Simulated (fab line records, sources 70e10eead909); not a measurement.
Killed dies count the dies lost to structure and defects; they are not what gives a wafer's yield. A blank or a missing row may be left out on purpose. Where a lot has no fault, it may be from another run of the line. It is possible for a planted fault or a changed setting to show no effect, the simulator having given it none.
A struck lot beside a sound one    flow nand harc    16 steps out of a route of 1302
Sound: wafers L936.2, L936.5, L936.6. Wafers L947.2, L947.5, L947.6 were the ones struck. Last of all comes the cause.
At each step with rows: each side's tool, then ch and its chambers, then its first start. Under that, the readings that differ: sound wafers    struck wafers    difference of the means    sigmas: that difference in standard deviations of wafers without a fault.
alike: same words and numbers on both sides, and readings whose means sit less than 2 such deviations apart. not compared: any withheld reading, any reading some wafer has no value for, any bound like >300 that may hide the same value, and any number with overlapping values for which the record gives no deviation.
Wherever a step has rows on one side only, a row that says differs or no value, or a row with sigmas, the two part there. Numbers that don't overlap but have no deviation are shown without sigmas and don't part them. A reading that every wafer of one side lacks parts them only if that side has two wafers or more.

first, 2 steps without rows for these wafers: NHARC_A_SOURCE_PLATE_SRD_01; NHARC_A_SOURCE_PLATE_OXIDE_02 (material SiO2, target thk 10 nm, ox time 1362 s).
NHARC_A_SOURCE_PLATE_THK_MEAS_09: measures by ellipsometry.
  sound: film metro-02 at day 8 09:14; struck: film metro-01 at day 13 03:23
  alike: thk nm
then, 3 steps without rows for these wafers: NHARC_A_SOURCE_PLATE_PVD_04 (deposits WSi2, target thk 50 nm); NHARC_A_SOURCE_PLATE_CVD_03 (deposits poly-Si, target thk 200 nm, time 4000 s); NHARC_A_SOURCE_PLATE_ANNEAL_05 (time 1800 s).
NHARC_A_SOURCE_PLATE_THK_MEAS_06: measures by ellipsometry.
  sound: film metro-01 at day 8 23:59; struck: film metro-02 at day 13 16:43
  alike: thk nm
NHARC_A_SOURCE_PLATE_INSPECT_08:
  sound: defect inspect-01 at day 9 00:05; struck: defect inspect-02 at day 13 16:49
reading           sound      struck    difference  sigmas
raw defect count  173 76 60  59 46 32  -57         -2
then, 1 step without rows for these wafers: NHARC_A_ONON_D1_DEP_00 (target thk 1000 nm).
NHARC_A_ONON_D1_THK_MEAS_02: measures by ellipsometry.
  sound: film metro-02 at day 9 00:40; struck: film metro-02 at day 13 17:30
  alike: thk nm
NHARC_A_ONON_D1_DEP_03: target thk 1000 nm.
  sound on pecvd onon-04 ch 0, day 9 00:47; struck on pecvd onon-03, day 13 17:37
  no value came back on the struck wafers for n2 flow sccm (sccm), n2o flow sccm (sccm); on the sound wafers n2 flow sccm (sccm) reads 2750 2751 2736
then, 4 steps without rows for these wafers: NHARC_A_ONON_D1_DEP_06 (target thk 1000 nm); NHARC_A_ONON_D1_DEP_09 (target thk 1000 nm); NHARC_A_ONON_D1_DEP_12 (target thk 1000 nm); NHARC_A_ONON_D1_ANNEAL_15 (time 3600 s).
-- jump in the record: it breaks off in module A_ONON_D1 and resumes in module END (first step shown: number 1302 of the route), and 16 days separate the struck wafers' starts before and after --
NHARC_END_SORT_01:
  the record has rows for the struck wafers here (prober-01 ch 0, day 30 05:21) and none for the sound ones

== WHERE THEY PART ==
Earliest at NHARC_A_SOURCE_PLATE_INSPECT_08; latest, in this record, at NHARC_END_SORT_01.

WHY: what the simulator had put in
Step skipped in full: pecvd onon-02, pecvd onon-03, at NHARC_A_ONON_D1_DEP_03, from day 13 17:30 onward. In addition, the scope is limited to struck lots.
